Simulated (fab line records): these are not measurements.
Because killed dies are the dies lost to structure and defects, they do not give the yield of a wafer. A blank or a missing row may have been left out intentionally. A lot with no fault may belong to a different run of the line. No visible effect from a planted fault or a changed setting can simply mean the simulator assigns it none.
fab line records	flow nand_harc
record lots=6	wafers=18	last_day=32
route steps=1302 shown P_STI@69 END@1302
lots that met no fault: from a run of the same line without faults
start_h: hours from the record's first day to the start of the lot's first wafer shown	wait_h: hours elapsed since this lot's preceding step	" the same as in the row above	L1.1+2: several wafers, shown together as one row	- no value present, or no start provided	* or withheld: withheld	< > ~ a bound
route shown NAME@n: NAME is a module with steps in the file, n the number in the route of the first one	usual: mean/standard deviation taken from wafers without a fault	same: alike in all rows	chamber/n: place in a boat	sites: each site's reading	_std_site: the values' standard deviation	_edge_site: the outer-site mean with the inner-site mean subtracted	radius_mm: how far each site lies from the wafer's centre	mask NAME#n: copy n	behind: tool/chamber where the wafer was last shaped	hold: cause of the lot's hold/its duration in hours/its outcome	device: the n, p or np transistor that did not switch	end of line: the same wafers' tests at the end of the route	step lacking rows: just its recipe	killed: dies that structure and defects cost at the first sort, which is not the same as the wafer's yield	map: a wafer's dies, x killed, . not, _ none there
set.NAME: the setting that was run; set.NAME@STEP: the one run at that earlier step	model.NAME: the simulator's own value behind a step, which no gauge read
lots at some steps of the route; a table a step, a row a wafer
services: the hour from which a tool's chamber was out of use, counted from the record's first day as start_h (under 0 if before that day), plus the number of hours and why
## steps
# step NHARC_P_STI_ETCH_26
# recipe target_depth_a=110	chemistry=dHF	material=SiO2
# step NHARC_P_STI_PRECLEAN_27
# recipe time_s=*	temp_c=50	bath_age_min=0	chemistry=SC1
# step NHARC_P_STI_SRD_28
# step NHARC_P_STI_OXIDE_29
# recipe target_thk_a=100	temp_c=900	ox_time_s=1362	material=SiO2
# step NHARC_P_STI_HM_DEP_30
# recipe target_thk_a=800	temp_c=790	pressure_mtorr=300	time_s=873	material=Si3N4
# step NHARC_P_STI_DEHYDRATE_01
# recipe temp_c=150	time_s=120
# step NHARC_P_STI_HMDS_02
# recipe time_s=30
# step NHARC_P_STI_COAT_41
# recipe temp_c=200	time_s=65
# step NHARC_P_STI_COAT_03
# recipe spin_rpm=2000	resist_thk_nm=600
# step NHARC_P_STI_SOFTBAKE_04
# recipe temp_c=125	time_s=70
# step NHARC_P_STI_EBR_05
# step NHARC_P_STI_EXPOSE_06
# recipe na=0.55	target_cd_nm=200	dose_mj=37.69	mask_id=P_STI
# step NHARC_P_STI_PEB_07
# recipe peb_temp_c=128	peb_time_s=80
# usual heater_power_total_W=189.7/0.76	plate_temp_C=127.99/0.13
lot.wafer	tool	chamber	start_h	wait_h	heater_power_total_W	plate_temp_C
L397.2	litho_track-03	0	75.31	0.1	188.8	127.70
L397.3	"	0	"	"	190.8	127.82
L397.4	"	0	"	"	190.7	127.88
L400.3	litho_track-05	0	103.47	0.1	190.8	127.97
L400.4	"	0	"	"	189.7	127.95
L400.5	"	0	"	"	188.7	127.84
L411.1	litho_track-03	0	213.26	0.1	185.0	126.08
L411.4	"	0	"	"	187.0	126.24
L411.6	"	0	"	"	185.9	126.08
L412.2	litho_track-03	0	222.92	0.1	185.8	126.08
L412.5	"	0	"	"	185.1	126.18
L412.6	"	0	"	"	187.1	126.28
L413.2	litho_track-05	0	233.80	0.1	189.4	128.34
L413.5	"	0	"	"	189.9	128.18
L413.6	"	0	"	"	190.8	128.01
L415.2	litho_track-05	0	253.92	0.1	188.5	128.12
L415.3	"	0	"	"	189.4	128.20
L415.6	"	0	"	"	188.9	128.01
# step NHARC_P_STI_DEVELOP_08
# recipe time_s=50	dev_temp_c=22
# step NHARC_P_STI_CD_MEAS_09
# recipe target_cd_nm=200	landing_energy_ev=500
# usual cd_nm=200.2/2.2
lot.wafer	tool	chamber	start_h	wait_h	cd_nm
L397.2	cd_sem-02	0	75.39	-	200.5
L397.3	"	0	"	"	198.3
L397.4	"	0	"	"	199.6
L400.3	cd_sem-01	0	103.56	-	196.6
L400.4	"	0	"	"	193.0
L400.5	"	0	"	"	196.9
L411.1	cd_sem-02	0	213.34	-	183.9
L411.4	"	0	"	"	181.9
L411.6	"	0	"	"	181.9
L412.2	cd_sem-02	0	223.01	-	182.3
L412.5	"	0	"	"	181.1
L412.6	"	0	"	"	183.3
L413.2	cd_sem-03	0	233.89	-	197.8
L413.5	"	0	"	"	205.2
L413.6	"	0	"	"	200.7
L415.2	cd_sem-03	0	254.00	-	200.0
L415.3	"	0	"	"	198.2
L415.6	"	0	"	"	202.1
# step NHARC_P_STI_OVL_MEAS_10
# usual overlay_x_nm=1/6.7	overlay_y_nm=1/5.8
lot.wafer	tool	chamber	start_h	wait_h	overlay_x_nm	overlay_y_nm
L397.2	overlay-02	-	75.48	-	6	1
L397.3	"	-	"	"	6	0
L397.4	"	-	"	"	5	1
L400.3	overlay-02	-	103.65	-	2	3
L400.4	"	-	"	"	2	3
L400.5	"	-	"	"	1	3
L411.1	overlay-02	-	213.43	-	-2	6
L411.4	"	-	"	"	-2	6
L411.6	"	-	"	"	-1	7
L412.2	overlay-02	-	223.09	-	5	-1
L412.5	"	-	"	"	5	-1
L412.6	"	-	"	"	5	-1
L413.2	overlay-02	-	233.98	-	7	-6
L413.5	"	-	"	"	7	-7
L413.6	"	-	"	"	7	-6
L415.2	overlay-02	-	254.09	-	1	-3
L415.3	"	-	"	"	1	-3
L415.6	"	-	"	"	1	-4
# step NHARC_P_STI_INSPECT_11
# usual raw_defect_count=5.9/2.8
lot.wafer	tool	chamber	start_h	wait_h	raw_defect_count
L397.2	defect_inspect-02	-	75.51	0.0	3
L397.3	"	-	"	"	6
L397.4	"	-	"	"	6
L400.3	defect_inspect-02	-	103.68	0.0	7
L400.4	"	-	"	"	6
L400.5	"	-	"	"	6
L411.1	defect_inspect-02	-	213.47	0.0	9
L411.4	"	-	"	"	6
L411.6	"	-	"	"	11
L412.2	defect_inspect-01	-	223.13	0.0	5
L412.5	"	-	"	"	10
L412.6	"	-	"	"	2
L413.2	defect_inspect-02	-	234.01	0.0	5
L413.5	"	-	"	"	8
L413.6	"	-	"	"	4
L415.2	defect_inspect-02	-	254.13	0.0	4
L415.3	"	-	"	"	8
L415.6	"	-	"	"	4
# step NHARC_P_STI_HARDBAKE_13
# recipe temp_c=118	time_s=65
# step NHARC_P_STI_DESCUM_14
# recipe time_s=3	o2_flow_sccm=200	ar_flow_sccm=0	bias_power_w=0	chemistry=O2
# usual drypump_motor_current_A=6.1/0.51	oes_product_au=0.997/0.0089	rf_vpp_V=57.8/0.91	showerhead_plenum_p_Torr=1.94/0.076	throttle_valve_pct=11.311/0.009
lot.wafer	tool	chamber	start_h	wait_h	drypump_motor_current_A	oes_product_au	rf_hours_counter_h	rf_vpp_V	showerhead_plenum_p_Torr	throttle_valve_pct	model.P_STI.cd_nm
L397.2	rie_diel-10	1	75.65	-	6.0	0.995	0	56.8	1.94	11.316	200.9
L397.3	"	3	"	"	6.2	0.996	0	59.7	2.06	11.295	199
L397.4	"	0	"	"	6.0	1.003	0	58.3	2.01	11.321	199.9
L400.4	rie_diel-09	2	103.83	-	6.6	0.997	8	56.7	1.85	11.316	193.5
L400.3	"	3	"	"	5.4	1.009	7	58.4	2.06	11.322	197.5
L400.5	"	1	"	"	6.3	1.004	-	57.9	1.84	11.302	198.3
L411.1	rie_diel-10	1	213.62	-	5.9	1.004	12	57.6	1.94	11.321	184.3
L411.6	"	3	"	"	6.2	1.008	-	59.9	2.06	11.329	182.4
L411.4	"	1	"	"	5.9	1.001	-	57.2	1.94	11.304	182.3
L412.2	rie_diel-13	2	223.26	-	6.5	0.998	1	57.7	1.92	11.307	181.9
L412.6	"	2	"	"	6.5	0.996	-	56.7	1.92	11.322	182.9
L412.5	"	3	"	"	6.1	1.007	-	57.1	1.95	11.297	181
L413.2	rie_diel-09	1	234.15	-	6.3	0.997	6	57.6	1.84	11.320	197.5
L413.5	"	0	"	"	6.4	1.000	-	59.2	2.01	11.313	205.2
L413.6	"	1	"	"	6.3	0.988	-	58.3	1.84	11.307	200.9
L415.2	rie_diel-09	1	254.26	-	6.3	0.991	8	57.0	1.84	11.301	199.8
L415.3	"	3	"	"	5.4	1.007	6	58.2	2.05	11.308	198.9
L415.6	"	2	"	"	6.6	1.001	-	56.7	1.85	11.327	202.3
# step NHARC_P_STI_ETCH_42
# recipe target_depth_a=800	overetch_a=240	time_s=61	ion_energy_ev=200	n2_flow_sccm=150	h2_flow_sccm=150	ar_flow_sccm=0	rf_w=400	bias_w=150	chemistry=N2/H2
# usual drypump_motor_current_A=6.1/0.48	oes_product_au=0.998/0.0082	rf_vpp_V=431.6/2.3	showerhead_plenum_p_Torr=2.08/0.084	throttle_valve_pct=14.172/0.0093
lot.wafer	tool	chamber	start_h	wait_h	drypump_motor_current_A	oes_product_au	rf_hours_counter_h	rf_vpp_V	showerhead_plenum_p_Torr	throttle_valve_pct
L397.2	rie_diel-10	0	75.74	0.1	6.0	0.994	0	432.3	2.15	14.184
L397.3	"	1	"	"	5.9	0.990	0	431.4	2.07	14.154
L397.4	"	2	"	"	6.3	1.012	0	427.7	1.92	14.167
L400.3	rie_diel-09	0	103.90	0.1	6.4	0.994	8	434.5	2.15	14.166
L400.4	"	1	"	"	6.3	1.007	8	428.3	1.96	14.172
L400.5	"	0	"	"	6.4	1.001	-	433.8	2.15	14.171
L411.1	rie_diel-10	3	213.72	0.1	6.2	1.006	12	433.7	2.20	14.180
L411.6	"	0	"	"	6.0	0.995	-	433.3	2.14	14.176
L411.4	"	3	"	"	6.2	1.003	-	436.3	2.20	14.177
L412.2	rie_diel-13	2	223.35	0.1	6.5	0.988	1	431.5	2.05	14.155
L412.5	"	2	"	"	6.5	0.993	-	431.5	2.05	14.172
L412.6	"	3	"	"	6.1	1.019	-	432.9	2.08	14.174
L413.2	rie_diel-09	0	234.23	0.1	6.4	1.003	6	433.0	2.14	14.179
L413.5	"	0	"	"	6.4	1.002	-	433.9	2.14	14.192
L413.6	"	1	"	"	6.3	0.985	-	429.1	1.96	14.169
L415.2	rie_diel-09	2	254.35	0.1	6.6	0.994	7	430.6	1.97	14.174
L415.3	"	3	"	"	5.4	1.011	6	434.9	2.19	14.157
L415.6	"	1	"	"	6.3	0.991	-	427.6	1.96	14.175
# step NHARC_P_STI_ETCH_31
# recipe target_depth_a=1089	time_s=54.5	cf4_flow_sccm=100	chf3_flow_sccm=30	ar_flow_sccm=0	rf_w=500	bias_w=200	chemistry=CF4/CHF3
# usual cf4_flow_sccm=100.03/0.29	drypump_motor_current_A=6.0/0.53	oes_product_au=0.959/0.018	rf_vpp_V=371.4/2	showerhead_plenum_p_Torr=1.60/0.06	throttle_valve_pct=16.802/0.0099
lot.wafer	tool	chamber	start_h	wait_h	cf4_flow_sccm	drypump_motor_current_A	oes_product_au	rf_hours_counter_h	rf_vpp_V	showerhead_plenum_p_Torr	throttle_valve_pct
L397.2	rie_diel-10	3	-	-	100.16	6.2	0.981	0	373.7	1.69	16.812
L397.4	"	0	"	"	99.45	6.0	0.982	0	373.9	1.65	16.825
L397.3	"	1	"	"	100.06	5.9	0.965	0	370.4	1.59	16.799
L400.3	rie_diel-09	0	-	-	100.15	6.4	0.960	8	372.6	1.65	16.809
L400.4	"	2	"	"	100.17	6.6	0.952	8	369.6	1.53	16.789
L400.5	"	3	"	"	99.88	5.4	0.973	-	375.0	1.68	16.798
L411.1	rie_diel-10	3	-	-	100.00	6.3	0.970	12	372.3	1.68	16.791
L411.6	"	0	"	"	100.11	6.0	0.957	-	373.2	1.65	16.803
L411.4	"	3	"	"	100.34	6.2	0.958	-	375.8	1.68	16.799
L412.2	rie_diel-13	2	-	-	100.12	6.5	0.926	2	372.5	1.58	16.807
L412.6	"	0	"	"	100.31	6.2	0.918	-	369.2	1.56	16.796
L412.5	"	1	"	"	99.51	4.9	0.927	-	373.4	1.63	16.793
L413.2	rie_diel-09	0	-	-	100.21	6.4	0.954	6	373.4	1.65	16.803
L413.5	"	1	"	"	99.90	6.3	0.941	-	369.1	1.52	16.811
L413.6	"	2	"	"	99.50	6.6	0.973	-	369.2	1.53	16.804
L415.2	rie_diel-09	3	-	-	100.27	5.4	0.966	6	372.4	1.68	16.801
L415.3	"	1	"	"	100.35	6.3	0.943	8	368.5	1.52	16.816
L415.6	"	0	"	"	99.59	6.4	0.985	-	374.6	1.65	16.807
# step NHARC_P_STI_ETCH_15
# recipe target_depth_a=3000	taper_deg=4	time_s=100.1	hbr_flow_sccm=150	cl2_flow_sccm=50	rf_w=400	icp_w=400	bias_w=100	chemistry=HBr/Cl2
# usual drypump_motor_current_A=5.6/0.35	oes_product_au=0.999/0.0094	throttle_valve_pct=26.406/0.0086
lot.wafer	tool	chamber	start_h	wait_h	drypump_motor_current_A	oes_product_au	rf_hours_counter_h	throttle_valve_pct	model.P_STI.cd_nm
L397.4	rie_si-02	2	75.95	-	5.3	1.012	0.9	26.419	200.1
L397.2	"	3	"	"	6.3	1.008	0.8	26.423	200.3
L397.3	"	0	"	"	5.3	1.005	1.0	26.416	198.5
L400.4	rie_si-01	1	104.09	-	5.7	0.997	0.5	26.387	192.6
L400.3	"	0	"	"	5.2	1.004	0.5	26.399	197.2
L400.5	"	2	"	"	5.7	0.994	-	26.401	198.5
L411.1	rie_si-01	3	213.92	-	6.1	1.018	0.1	26.406	182.9
L411.4	"	1	"	"	5.6	1.001	0.1	26.404	181.3
L411.6	"	0	"	"	5.2	1.002	-	26.409	182.4
L412.2	rie_si-06	2	223.57	-	5.1	0.990	0.9	26.413	179.5
L412.6	"	0	"	"	5.7	0.994	-	26.408	181.9
L412.5	"	1	"	"	5.6	1.006	-	26.408	179
L413.2	rie_si-06	1	234.44	-	5.6	0.992	1.1	26.410	197.4
L413.6	"	0	"	"	5.6	0.996	-	26.404	199.9
L413.5	"	1	"	"	5.6	0.990	-	26.401	205
L415.2	rie_si-02	2	254.54	-	5.4	1.016	0.9	26.408	200.3
L415.3	"	1	"	"	5.4	0.995	1.0	26.417	198.2
L415.6	"	2	"	"	5.3	1.006	-	26.388	202
# step NHARC_P_STI_CD_MEAS_16
# usual cd_nm=199.8/2.4
lot.wafer	tool	chamber	start_h	wait_h	cd_nm
L397.2	cd_sem-01	-	76.10	-	200.2
L397.3	"	-	"	"	198.3
L397.4	"	-	"	"	199.9
L400.3	cd_sem-01	-	104.26	-	197.5
L400.4	"	-	"	"	192.9
L400.5	"	-	"	"	198.3
L411.1	cd_sem-01	-	214.08	-	183.0
L411.4	"	-	"	"	180.9
L411.6	"	-	"	"	182.6
L412.2	cd_sem-02	-	223.71	-	179.4
L412.5	"	-	"	"	179.0
L412.6	"	-	"	"	182.1
L413.2	cd_sem-03	-	234.59	-	197.7
L413.5	"	-	"	"	204.6
L413.6	"	-	"	"	199.7
L415.2	cd_sem-03	-	254.70	-	200.1
L415.3	"	-	"	"	198.2
L415.6	"	-	"	"	201.9
# step NHARC_P_STI_OCD_MEAS_17
# usual trench_depth_nm=300/4.2	trench_foot_cd_nm=158.2/2.2
lot.wafer	tool	chamber	start_h	wait_h	trench_depth_nm	trench_foot_cd_nm
L397.2	ocd-02	-	76.18	0.1	303	157.9
L397.3	"	-	"	"	301	156.0
L397.4	"	-	"	"	310	156.6
L400.3	ocd-02	-	104.35	0.1	299	155.0
L400.4	"	-	"	"	298	151.2
L400.5	"	-	"	"	300	155.4
L411.1	ocd-02	-	214.17	0.1	306	140.9
L411.4	"	-	"	"	302	139.9
L411.6	"	-	"	"	301	139.9
L412.2	ocd-01	-	223.81	0.1	297	140.5
L412.5	"	-	"	"	304	138.7
L412.6	"	-	"	"	297	140.9
L413.2	ocd-02	-	234.67	0.1	298	156.1
L413.5	"	-	"	"	299	163.4
L413.6	"	-	"	"	298	159.2
L415.2	ocd-02	-	254.79	0.1	305	156.9
L415.3	"	-	"	"	295	156.9
L415.6	"	-	"	"	306	159.7
# step NHARC_P_STI_STRIP_19
# recipe time_s=900	temp_c=130	chemistry=SPM
# step NHARC_END_SORT_01
# recipe temp_c=25
# usual killed_at_array=61/20	killed_at_other=0.9/1.1	killed_at_periphery=3.7/2.5	killed_dies=65/21	killed_open=3.3/1.8	killed_short=2.3/1.5
# same gross_dies=677
lot.wafer	tool	chamber	start_h	wait_h	killed_at_array	killed_at_other	killed_at_periphery	killed_dies	killed_open	killed_short
L397.2	prober-01	0	592.18	2.8	33	1	5	39	2	0
L397.3	prober-01	0	592.99	3.1	46	1	7	54	4	2
L397.4	prober-01	0	593.80	3.4	43	0	3	46	1	2
L400.3	prober-02	0	635.26	3.2	79	0	2	81	3	5
L400.4	prober-02	0	636.08	3.5	77	0	0	77	2	0
L400.5	prober-02	0	636.90	3.8	76	0	4	80	3	3
L412.6	prober-02	0	752.40	4.1	75	0	6	81	5	2
L413.2	prober-01	0	770.14	2.8	73	1	3	77	2	3
L413.5	prober-01	0	772.55	3.7	80	1	2	83	1	2
L413.6	prober-01	0	773.36	4.0	76	1	2	79	3	2
# killed by level:class
L397.2 A_SLIT:chamber_film_flake=20 A_CHANNEL_HOLE_D2:chamber_film_flake=6 A_CHANNEL_HOLE_D1:chamber_film_flake=4 P_STI:chamber_film_flake=3 P_M0:geometric_particle:open=1 A_BLC:geometric_particle:open=1 P_ZERO_WELL:chamber_film_flake=1 A_DECK1_JOINT:chamber_film_flake=1
L397.3 A_SLIT:chamber_film_flake=25 A_CHANNEL_HOLE_D2:chamber_film_flake=9 P_ZERO_WELL:chamber_film_flake=2 P_STI:chamber_film_flake=2 P_M0:chamber_film_flake=2 A_ZERO_WELL:chamber_film_flake=2 A_CHANNEL_HOLE_D1:chamber_film_flake=2 P_M2:geometric_particle:open=1
L397.4 A_SLIT:chamber_film_flake=25 A_CHANNEL_HOLE_D2:chamber_film_flake=8 A_CHANNEL_HOLE_D1:chamber_film_flake=3 P_STI:chamber_film_flake=2 A_WL_FILL:chamber_film_flake=2 P_M0:geometric_particle:open=1 A_CHANNEL_FILL_D2:geometric_particle:short=1 A_WL_FILL:geometric_particle:short=1
L400.3 A_CHANNEL_HOLE_D2:chamber_film_flake=35 A_SLIT:chamber_film_flake=29 A_STAIRCASE:chamber_film_flake=4 A_CHANNEL_HOLE_D1:chamber_film_flake=3 P_CONTACT:geometric_particle:short=1 A_CHANNEL_FILL_D1:geometric_particle:open=1 A_DECK1_JOINT:geometric_particle:open=1 A_ONON_D2:geometric_particle:short=1
L400.4 A_CHANNEL_HOLE_D2:chamber_film_flake=44 A_SLIT:chamber_film_flake=22 A_CHANNEL_HOLE_D1:chamber_film_flake=4 A_STAIRCASE:chamber_film_flake=2 A_M0:chamber_film_flake=2 A_DECK1_JOINT:geometric_particle:open=1 A_M1:geometric_particle:open=1 A_ZERO_WELL:chamber_film_flake=1
L400.5 A_CHANNEL_HOLE_D2:chamber_film_flake=40 A_SLIT:chamber_film_flake=22 A_STAIRCASE:chamber_film_flake=4 P_CONTACT:geometric_particle:short=2 A_CHANNEL_HOLE_D1:chamber_film_flake=2 A_DECK1_JOINT:chamber_film_flake=2 P_CONTACT:geometric_particle:open=1 A_ONON_D2:geometric_particle:open=1
L412.6 A_CHANNEL_HOLE_D1:chamber_film_flake=29 A_CHANNEL_HOLE_D2:chamber_film_flake=26 A_CONTACT:chamber_film_flake=8 A_CHANNEL_FILL_D2:chamber_film_flake=2 A_SLIT:chamber_film_flake=2 P_STI:area_peb=2 P_M0:geometric_particle:short=1 P_M2:geometric_particle:open=1
L413.2 A_CHANNEL_HOLE_D1:chamber_film_flake=36 A_SLIT:chamber_film_flake=22 A_CONTACT:chamber_film_flake=6 A_STAIRCASE:chamber_film_flake=2 A_M1:chamber_film_flake=2 P_STI:geometric_particle:open=1 A_CHANNEL_HOLE_D1:geometric_particle:open=1 A_CHANNEL_FILL_D1:geometric_particle:short=1
L413.5 A_CHANNEL_HOLE_D1:chamber_film_flake=36 A_SLIT:chamber_film_flake=26 A_CONTACT:chamber_film_flake=6 A_WL_FILL:geometric_particle:short=2 A_DECK1_JOINT:chamber_film_flake=2 A_STAIRCASE:chamber_film_flake=2 A_M1:chamber_film_flake=2 A_WL_FILL:geometric_particle:open=1
L413.6 A_CHANNEL_HOLE_D1:chamber_film_flake=36 A_SLIT:chamber_film_flake=27 A_STAIRCASE:chamber_film_flake=3 A_CONTACT:chamber_film_flake=3 P_CONTACT:geometric_particle:open=2 A_DECK1_JOINT:chamber_film_flake=2 A_CHANNEL_FILL_D1:geometric_particle:short=1 A_DECK1_JOINT:geometric_particle:open=1
## services
tool	chamber	start_h	hours	kind
rie_si-02	3	55.02	6.2	repair
rie_diel-13	2	59.37	6.3	repair
rie_diel-10	-	65.74	9.0	pm
rie_si-06	-	72.00	9.0	pm
rie_si-02	2	92.05	8.5	repair
rie_si-02	0	95.60	2.4	repair
litho_track-03	-	100.00	7.0	pm
rie_si-02	-	100.00	9.0	pm
rie_diel-13	0	105.12	10.7	repair
litho_track-05	-	124.00	7.0	pm
rie_diel-10	0	125.24	10.0	repair
rie_diel-09	0	125.84	1.5	repair
rie_diel-09	2	128.87	5.4	repair
rie_si-01	0	129.65	6.8	repair
rie_diel-09	-	143.11	9.0	pm
rie_diel-13	2	161.37	24.0	repair
rie_diel-13	-	165.00	9.0	pm
rie_diel-09	3	172.76	7.4	repair
rie_diel-10	2	183.50	8.9	repair
rie_diel-10	2	201.88	16.8	repair
rie_diel-13	-	219.85	0.7	repair
rie_diel-10	-	242.74	9.0	pm
rie_diel-13	2	246.43	11.5	repair
rie_diel-09	3	248.15	5.3	repair
## key
first_sign step=NHARC_P_STI_PEB_07	reading=plate_temp_C	direction=down	sigmas=14	usual=*	struck=*
effect step=NHARC_P_STI_PEB_07	reading=heater_power_total_W	direction=down	sigmas=4.9	usual=*	struck=*
effect step=NHARC_P_STI_CD_MEAS_09	reading=cd_nm	direction=down	sigmas=8.1	usual=200.2	struck=182.4
effect step=NHARC_P_STI_CD_MEAS_16	reading=cd_nm	direction=down	sigmas=7.7	usual=199.8	struck=181.1
effect step=NHARC_P_STI_OCD_MEAS_17	reading=trench_foot_cd_nm	direction=down	sigmas=8.1	usual=158.2	struck=140.1
model_effect step=NHARC_P_STI_DESCUM_14	value=P_STI.cd_nm	without=198.8	struck=182.5
model_effect step=NHARC_P_STI_ETCH_15	value=P_STI.cd_nm	without=197.5	struck=181.2
met_at NHARC_P_STI_PEB_07
struck_wafers L411.1,L411.4,L411.6,L412.2,L412.5,L412.6
sort_left_out L411.1,L411.4,L411.6
tester_left_out L411,L412
onset_between 75.31 213.26
fault kind=process_parameter_drift	tool=litho_track-03	chamber=-	onset_h=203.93	steps=NHARC_P_STI_PEB_07	channel=peb_temp_c	offset=*	shape=step	acts_in=*	stated=*
# tester_left_out: of these lots the tester's yield and bins aren't shown, on N5 and GAA mostly nor the transistor test; their killed dies are dies lost to structure and defects alone, not to doping, threshold or leakage, so they don't give the yield
# sort_left_out: the simulated sort isn't trusted on such a fault, so these wafers' sort isn't shown, and their yield isn't known
